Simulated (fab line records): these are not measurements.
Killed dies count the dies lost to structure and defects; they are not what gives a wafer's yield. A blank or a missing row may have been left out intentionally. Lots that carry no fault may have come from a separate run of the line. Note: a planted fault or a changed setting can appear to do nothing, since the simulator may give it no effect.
Split-lot study :: flow n5Finfet :: 21 wafers read across 7 lots, on a route 1938 steps long

== SPLIT DETAILS ==
At N5_BEOL_M7_PECVD_70 (deposits SiO2 from TEOS/O2, target thk 20 nm, time 22.7 s), the setting tempC was moved away from the recipe's 400 C on 6 of the 21 wafers read, by -2.6% to +4.2%. This setting was run at the recipe's value on the other wafers.

== FROM THE SPLIT TO THE READING: what the file shows between them, 12 steps ==
- N5_BEOL_M7_COAT_05: resist thk 90 nm (also split here: spinRpm)
- N5_BEOL_M7_EBR_07
- N5_BEOL_M7_SOFTBAKE_06: time 60 s
- N5_BEOL_M7_EXPOSE_08: exposes mask M7
- N5_BEOL_M7_PEB_09: peb time 60 s
- N5_BEOL_M7_DEVELOP_10: develop time 30 s
- N5_BEOL_M7_DESCUM_16: chemistry O2, time 7.9 s
- N5_BEOL_M7_ETCH_61: etches SiARC in CF4, target depth 45.5 nm, time 75.8 s (also split here: sourceW)
- N5_BEOL_M7_COAT_63: time 60 s, resist thk 60 nm (also split here: tempC)
- N5_BEOL_M7_COAT_64: time 60 s, resist thk 12 nm
- N5_BEOL_M7_COAT_71: time 60 s, resist thk 5 nm
- N5_BEOL_M7_STRIP_80: strips in N2/H2, time 10 s

== THE READING ==
SiO2_of_BEOL_M7_PECVD_70.thkNm (the simulator's own value, which no gauge read), in nm, at N5_BEOL_M7_HM_STRIP_39 (strips TiN in peroxide tin strip, target depth 25 nm, time 158 s). The file gives no usual value for it. The 15 wafers here that ran the recipe average 19.9 nm, standard deviation 0.3 nm.

wafer: L075.2
tool, chamber at the split: pecvd-03, 0
tempC as run, C: 400
against the recipe: recipe
SiO2_of_BEOL_M7_PECVD_70.thkNm, nm: 19.6
against lot-mates on the recipe: -

wafer: L075.3
tool, chamber at the split: pecvd-03, 1
tempC as run, C: 400
against the recipe: recipe
SiO2_of_BEOL_M7_PECVD_70.thkNm, nm: 20
against lot-mates on the recipe: -

wafer: L075.6
tool, chamber at the split: pecvd-03, 1
tempC as run, C: 400
against the recipe: recipe
SiO2_of_BEOL_M7_PECVD_70.thkNm, nm: 20.2
against lot-mates on the recipe: -

wafer: L076.3
tool, chamber at the split: pecvd-01, 1,0
tempC as run, C: 400
against the recipe: recipe
SiO2_of_BEOL_M7_PECVD_70.thkNm, nm: 20
against lot-mates on the recipe: -

wafer: L076.4
tool, chamber at the split: pecvd-01, 1,0
tempC as run, C: 400
against the recipe: recipe
SiO2_of_BEOL_M7_PECVD_70.thkNm, nm: 20.2
against lot-mates on the recipe: -

wafer: L076.5
tool, chamber at the split: pecvd-01, 0
tempC as run, C: 415.7
against the recipe: +3.9%
SiO2_of_BEOL_M7_PECVD_70.thkNm, nm: 17.8
against lot-mates on the recipe: -2.3

wafer: L081.2
tool, chamber at the split: pecvd-03, 2
tempC as run, C: 400
against the recipe: recipe
SiO2_of_BEOL_M7_PECVD_70.thkNm, nm: 19.6
against lot-mates on the recipe: -

wafer: L081.5
tool, chamber at the split: pecvd-03, 0
tempC as run, C: 400
against the recipe: recipe
SiO2_of_BEOL_M7_PECVD_70.thkNm, nm: 19.8
against lot-mates on the recipe: -

wafer: L081.6
tool, chamber at the split: pecvd-03, 1
tempC as run, C: 415.4
against the recipe: +3.8%
SiO2_of_BEOL_M7_PECVD_70.thkNm, nm: 18
against lot-mates on the recipe: -1.7

wafer: L080.2
tool, chamber at the split: pecvd-02, 2
tempC as run, C: 400
against the recipe: recipe
SiO2_of_BEOL_M7_PECVD_70.thkNm, nm: 19.2
against lot-mates on the recipe: -

wafer: L080.5
tool, chamber at the split: pecvd-02, 0
tempC as run, C: 400
against the recipe: recipe
SiO2_of_BEOL_M7_PECVD_70.thkNm, nm: 20
against lot-mates on the recipe: -

wafer: L080.6
tool, chamber at the split: pecvd-02, 2
tempC as run, C: 400
against the recipe: recipe
SiO2_of_BEOL_M7_PECVD_70.thkNm, nm: 19.6
against lot-mates on the recipe: -

wafer: L084.3
tool, chamber at the split: pecvd-02, 1
tempC as run, C: 400
against the recipe: recipe
SiO2_of_BEOL_M7_PECVD_70.thkNm, nm: 20.2
against lot-mates on the recipe: -

wafer: L084.6
tool, chamber at the split: pecvd-02, 1
tempC as run, C: 400
against the recipe: recipe
SiO2_of_BEOL_M7_PECVD_70.thkNm, nm: 20.2
against lot-mates on the recipe: -

wafer: L084.5
tool, chamber at the split: pecvd-02, 2
tempC as run, C: 400
against the recipe: recipe
SiO2_of_BEOL_M7_PECVD_70.thkNm, nm: 19.6
against lot-mates on the recipe: -

wafer: L085.2
tool, chamber at the split: pecvd-02, 1
tempC as run, C: 400
against the recipe: recipe
SiO2_of_BEOL_M7_PECVD_70.thkNm, nm: 20
against lot-mates on the recipe: -

wafer: L085.3
tool, chamber at the split: pecvd-02, 2
tempC as run, C: 389.6
against the recipe: -2.6%
SiO2_of_BEOL_M7_PECVD_70.thkNm, nm: 20.8
against lot-mates on the recipe: +0.8

wafer: L085.5
tool, chamber at the split: pecvd-02, 1
tempC as run, C: 389.6
against the recipe: -2.6%
SiO2_of_BEOL_M7_PECVD_70.thkNm, nm: 21.6
against lot-mates on the recipe: +1.6

wafer: L093.1
tool, chamber at the split: pecvd-02, 0
tempC as run, C: 416.6
against the recipe: +4.2%
SiO2_of_BEOL_M7_PECVD_70.thkNm, nm: 17.8
against lot-mates on the recipe: -1.8

wafer: L093.3
tool, chamber at the split: pecvd-02, 2
tempC as run, C: 400
against the recipe: recipe
SiO2_of_BEOL_M7_PECVD_70.thkNm, nm: 19.6
against lot-mates on the recipe: -

wafer: L093.5
tool, chamber at the split: pecvd-02, 2
tempC as run, C: 416.6
against the recipe: +4.2%
SiO2_of_BEOL_M7_PECVD_70.thkNm, nm: 17.2
against lot-mates on the recipe: -2.4
When a row names more than one chamber, that row covers several wafers, and the file does not tell which wafer ran in which chamber.

THE FIT
A straight line over all 21 wafers: SiO2_of_BEOL_M7_PECVD_70.thkNm changes by -0.533 nm for each +1% of tempC; r = -0.96; the points scatter about the line by 0.32 nm.
The same after taking each lot's own level away (the mean of its wafers on the recipe; 21 wafers): -0.499 nm for each +1%; r = -0.96; scatter 0.28 nm.
The reading moves by 2.1 nm for the largest change in tempC, on that fit.
From 19.60 to 20.10 nm: that is the span of the lots' own levels, equal to 1.7 times the standard deviation above.
The two slopes agree, so the slope changes little with the lot-to-lot level.
Check: -2.18 nm against its lot-mates is what the line predicts for one of the wafers moved furthest among these (+4.2%) when that wafer is left out of the fit. Against them it came out at -1.8 nm.

== ADDITIONAL SPLITS CARRIED BY THESE WAFERS ==
Before the reading, these wafers also passed through other splits. Each is held against what the fit with the lots' levels taken away leaves over:
other split on the same wafers: N5_BEOL_M5_COAT_74 spinRpm
wafers away from the commonest value: 8
r with SiO2_of_BEOL_M7_PECVD_70.thkNm (lot level and that fit taken away): -0.09

other split on the same wafers: N5_BEOL_M6_EXPOSE_08 doseMj
wafers away from the commonest value: 10
r with SiO2_of_BEOL_M7_PECVD_70.thkNm (lot level and that fit taken away): -0.09

other split on the same wafers: N5_BEOL_M6_ETCH_62 biasW
wafers away from the commonest value: 6
r with SiO2_of_BEOL_M7_PECVD_70.thkNm (lot level and that fit taken away): +0.07

other split on the same wafers: N5_BEOL_M7_COAT_05 spinRpm
wafers away from the commonest value: 8
r with SiO2_of_BEOL_M7_PECVD_70.thkNm (lot level and that fit taken away): -0.33

other split on the same wafers: N5_BEOL_M7_ETCH_61 sourceW
wafers away from the commonest value: 6
r with SiO2_of_BEOL_M7_PECVD_70.thkNm (lot level and that fit taken away): +0.13

other split on the same wafers: N5_BEOL_M7_COAT_63 tempC
wafers away from the commonest value: 5
r with SiO2_of_BEOL_M7_PECVD_70.thkNm (lot level and that fit taken away): +0.05

== THE WHOLE CHAIN: every reading that the file lists as answering this split, in the file's order ==
step: N5_BEOL_M7_PECVD_70
what it does: deposits SiO2 from TEOS/O2, target thk 20 nm, time 22.7 s
reading: SiO2_of_BEOL_M7_PECVD_70.thkNm (the simulator's own value, which no gauge read)
change (the file's fit): -0.516 nm for each +1% of the setting
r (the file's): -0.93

step: N5_BEOL_M7_HM_STRIP_39
what it does: strips TiN in peroxide tin strip, target depth 25 nm, time 158 s
reading: SiO2_of_BEOL_M7_PECVD_70.thkNm (the simulator's own value, which no gauge read)
change (the file's fit): -0.506 nm for each +1% of the setting
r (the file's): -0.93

== FILE'S OWN FIT ==
SiO2_of_BEOL_M7_PECVD_70.thkNm changes by -0.506 nm for each +1% of tempC, r = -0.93.
